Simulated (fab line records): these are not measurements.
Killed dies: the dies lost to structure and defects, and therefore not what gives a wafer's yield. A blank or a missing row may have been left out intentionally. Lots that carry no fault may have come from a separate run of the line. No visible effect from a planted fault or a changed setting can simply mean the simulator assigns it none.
Matching of chambers	flow n5Finfet	N5_BEOL_M7_ETCH_61 on rieDiel-05: 4 sister chambers
The step etches SiARC in CF4, target depth 45.5 nm, time 75.8 s. 4 wafers are shown with their chamber, then 10 later ones without.

== WAFERS WITH THEIR CHAMBER ==
wafer	chamber	showerheadPlenumPTorr (Torr)
L082.6	2	2.04
L090.6	0	2.18
L091.1	1	2.15
L091.2	3	2.06

== WAFERS WITHOUT THEIR CHAMBER ==
wafer	showerheadPlenumPTorr (Torr)
L091.4	2.03
L076.2	2.06
L076.3	2.03
L076.5	2.18
L094.4	2.06
L094.5	2.18
L094.6	2.06
L095.1	2.03
L095.3	2.14
L095.6	2.06

== EACH ONE'S CHAMBER ==
wafer	from the rows above	in truth
L091.4	2	2
L076.2	3	3
L076.3	2	2
L076.5	0	0
L094.4	3	3
L094.5	0	0
L094.6	3	3
L095.1	2	2
L095.3	1	1
L095.6	3	3
Correctly placed: 10 of 10. From these rows, 0 cannot be placed. Wrongly placed: 0.
How it was worked out, from the rows above alone: a wafer's distance from a chamber is the root of the sum, over the readings, of the square of ((its reading less the chamber's mean) divided by the reading's scatter). If the next closest chamber is less than 2 further off than the closest, the wafer can't be placed; otherwise it belongs to the closest. Each chamber's mean is taken over the wafers shown for it. The scatter (one wafer shown for each chamber): square how far every hidden wafer sits from the nearest shown wafer, average those squares and take the square root.
